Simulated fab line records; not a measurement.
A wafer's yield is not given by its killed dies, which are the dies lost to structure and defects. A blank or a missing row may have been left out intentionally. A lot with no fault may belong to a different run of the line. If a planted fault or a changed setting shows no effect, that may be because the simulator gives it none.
A sampling plan put to the test || flow nand-harc || one fab line, 15 faults that these records tell of, each judged on the records of the lots that it struck
What counts as the plan is the set of the line's own looks, namely the steps on the route at which a gauge or an inspection reads a wafer and does not change it. Where struck wafers have a number at a look and the file lists that look's usual mean and standard deviation on fault-free wafers, the look can be judged. Caught: a look later than the fault's first step finds the struck wafers' mean 4 or more of those standard deviations (sigma) from the usual mean. On the tool: the fault's steps, tested the same way using the tool's own readings. Also counted as caught: the struck wafers showing another recipe, or a record that is empty for them alone.

THE FAULTS, as the simulator had put them in
1. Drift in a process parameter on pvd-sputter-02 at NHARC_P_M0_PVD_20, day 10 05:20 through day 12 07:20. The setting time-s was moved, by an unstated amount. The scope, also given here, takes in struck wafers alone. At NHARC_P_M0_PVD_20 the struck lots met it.
2. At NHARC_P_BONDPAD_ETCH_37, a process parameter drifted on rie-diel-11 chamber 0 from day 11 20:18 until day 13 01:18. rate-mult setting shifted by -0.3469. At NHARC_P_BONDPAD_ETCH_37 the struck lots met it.
3. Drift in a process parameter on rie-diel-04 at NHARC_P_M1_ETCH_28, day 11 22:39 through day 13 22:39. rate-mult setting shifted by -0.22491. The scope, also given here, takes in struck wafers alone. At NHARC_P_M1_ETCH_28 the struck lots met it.
4. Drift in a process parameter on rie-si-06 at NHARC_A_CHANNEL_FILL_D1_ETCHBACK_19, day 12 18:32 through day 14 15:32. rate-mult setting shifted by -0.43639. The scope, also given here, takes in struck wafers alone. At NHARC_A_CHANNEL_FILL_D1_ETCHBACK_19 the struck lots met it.
5. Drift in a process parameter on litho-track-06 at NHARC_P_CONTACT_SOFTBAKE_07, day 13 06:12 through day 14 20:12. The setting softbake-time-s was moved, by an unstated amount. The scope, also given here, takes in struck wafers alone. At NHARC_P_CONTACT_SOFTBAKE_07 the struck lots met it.
6. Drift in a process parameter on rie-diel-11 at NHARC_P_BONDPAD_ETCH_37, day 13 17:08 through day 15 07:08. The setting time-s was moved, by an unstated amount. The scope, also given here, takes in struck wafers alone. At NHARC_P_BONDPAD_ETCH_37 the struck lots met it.
7. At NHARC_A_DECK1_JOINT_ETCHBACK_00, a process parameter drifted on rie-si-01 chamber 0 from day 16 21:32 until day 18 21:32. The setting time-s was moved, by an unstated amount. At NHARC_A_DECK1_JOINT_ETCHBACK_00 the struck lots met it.
8. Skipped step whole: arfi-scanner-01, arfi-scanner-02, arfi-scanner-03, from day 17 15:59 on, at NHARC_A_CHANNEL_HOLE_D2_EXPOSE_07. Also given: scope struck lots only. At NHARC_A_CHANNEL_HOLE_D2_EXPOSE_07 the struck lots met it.
9. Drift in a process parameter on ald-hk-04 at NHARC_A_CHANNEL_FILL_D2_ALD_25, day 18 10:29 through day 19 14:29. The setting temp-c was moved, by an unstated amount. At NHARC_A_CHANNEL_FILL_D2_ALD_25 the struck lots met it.
10. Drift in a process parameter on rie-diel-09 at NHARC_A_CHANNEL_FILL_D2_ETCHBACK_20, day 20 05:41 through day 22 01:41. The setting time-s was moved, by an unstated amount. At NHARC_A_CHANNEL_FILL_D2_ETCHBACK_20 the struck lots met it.
11. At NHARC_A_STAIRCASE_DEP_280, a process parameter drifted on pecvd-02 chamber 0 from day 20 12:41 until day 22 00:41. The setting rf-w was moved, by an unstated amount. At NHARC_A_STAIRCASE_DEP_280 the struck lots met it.
12. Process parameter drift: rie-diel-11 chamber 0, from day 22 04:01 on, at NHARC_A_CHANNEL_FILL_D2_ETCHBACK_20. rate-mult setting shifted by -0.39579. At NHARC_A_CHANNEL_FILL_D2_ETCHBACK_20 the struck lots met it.
13. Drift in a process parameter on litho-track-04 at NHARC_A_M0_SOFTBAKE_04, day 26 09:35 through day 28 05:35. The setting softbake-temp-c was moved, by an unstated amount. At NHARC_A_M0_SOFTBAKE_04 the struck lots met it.
14. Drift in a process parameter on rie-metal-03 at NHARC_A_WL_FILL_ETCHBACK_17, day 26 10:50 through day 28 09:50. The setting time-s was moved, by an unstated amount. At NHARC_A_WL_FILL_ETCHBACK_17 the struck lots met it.
15. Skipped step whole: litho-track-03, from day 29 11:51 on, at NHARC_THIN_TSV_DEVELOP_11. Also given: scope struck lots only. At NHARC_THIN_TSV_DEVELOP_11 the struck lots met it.

WHAT THE PLAN SAW
{"fault": 1, "on the tool itself": "under 2 sigma", "first look that catches it": "not the one look that can be judged after it", "reading, sigma": "-", "median hours from its first step to that look": "-", "hours from the fault's start to the first struck lot there": "-", "judged looks passed uncaught": 1}
{"fault": 2, "on the tool itself": "oes-product-au -22 sigma", "first look that catches it": "no look after it can be judged", "reading, sigma": "-", "median hours from its first step to that look": "-", "hours from the fault's start to the first struck lot there": "-", "judged looks passed uncaught": 0}
{"fault": 3, "on the tool itself": "oes-product-au -14 sigma", "first look that catches it": "none of the 2 looks that can be judged after it", "reading, sigma": "strongest: killed-short at NHARC_END_SORT_01, +2.4", "median hours from its first step to that look": "-", "hours from the fault's start to the first struck lot there": "-", "judged looks passed uncaught": 2}
{"fault": 4, "on the tool itself": "oes-product-au -27 sigma", "first look that catches it": "no look after it can be judged", "reading, sigma": "-", "median hours from its first step to that look": "-", "hours from the fault's start to the first struck lot there": "-", "judged looks passed uncaught": 0}
{"fault": 5, "on the tool itself": "heater-power-total-W +99 or beyond sigma", "first look that catches it": "no look after it can be judged", "reading, sigma": "-", "median hours from its first step to that look": "-", "hours from the fault's start to the first struck lot there": "-", "judged looks passed uncaught": 0}
{"fault": 6, "on the tool itself": "run-length-s -38 sigma", "first look that catches it": "no look after it can be judged", "reading, sigma": "-", "median hours from its first step to that look": "-", "hours from the fault's start to the first struck lot there": "-", "judged looks passed uncaught": 0}
{"fault": 7, "on the tool itself": "run-length-s -25 sigma", "first look that catches it": "not the one look that can be judged after it", "reading, sigma": "-", "median hours from its first step to that look": "-", "hours from the fault's start to the first struck lot there": "-", "judged looks passed uncaught": 1}
{"fault": 8, "on the tool itself": "no reading that can be judged", "first look that catches it": "no look after it can be judged", "reading, sigma": "-", "median hours from its first step to that look": "-", "hours from the fault's start to the first struck lot there": "-", "judged looks passed uncaught": 0}
{"fault": 9, "on the tool itself": "susceptor-temp-C -60 sigma", "first look that catches it": "not the one look that can be judged after it", "reading, sigma": "-", "median hours from its first step to that look": "-", "hours from the fault's start to the first struck lot there": "-", "judged looks passed uncaught": 1}
{"fault": 10, "on the tool itself": "run-length-s -7.3 sigma", "first look that catches it": "not the one look that can be judged after it", "reading, sigma": "-", "median hours from its first step to that look": "-", "hours from the fault's start to the first struck lot there": "-", "judged looks passed uncaught": 1}
{"fault": 11, "on the tool itself": "rf-fwd-power-W -99 or beyond sigma", "first look that catches it": "no look after it can be judged", "reading, sigma": "-", "median hours from its first step to that look": "-", "hours from the fault's start to the first struck lot there": "-", "judged looks passed uncaught": 0}
{"fault": 12, "on the tool itself": "oes-product-au -10 sigma", "first look that catches it": "no look after it can be judged", "reading, sigma": "-", "median hours from its first step to that look": "-", "hours from the fault's start to the first struck lot there": "-", "judged looks passed uncaught": 0}
{"fault": 13, "on the tool itself": "heater-power-total-W -9.5 sigma", "first look that catches it": "none of the 2 looks that can be judged after it", "reading, sigma": "-", "median hours from its first step to that look": "-", "hours from the fault's start to the first struck lot there": "-", "judged looks passed uncaught": 2}
{"fault": 14, "on the tool itself": "run-length-s -39 sigma", "first look that catches it": "not the one look that can be judged after it", "reading, sigma": "-", "median hours from its first step to that look": "-", "hours from the fault's start to the first struck lot there": "-", "judged looks passed uncaught": 1}
{"fault": 15, "on the tool itself": "the tool's record is blank for the struck wafers", "first look that catches it": "no look after it can be judged", "reading, sigma": "-", "median hours from its first step to that look": "-", "hours from the fault's start to the first struck lot there": "-", "judged looks passed uncaught": 0}
A dash: this means the fault isn't caught or the number doesn't appear in these records.

Caught at a look: 0 of 15. Caught on the tool: 13 of 15. By one or the other: 13 of 15.
On the tool alone, faults 2, 3, 4, 5, 6, 7, 9, 10, 11, 12, 13, 14, 15 were caught.
Caught by neither: faults 1, 8.
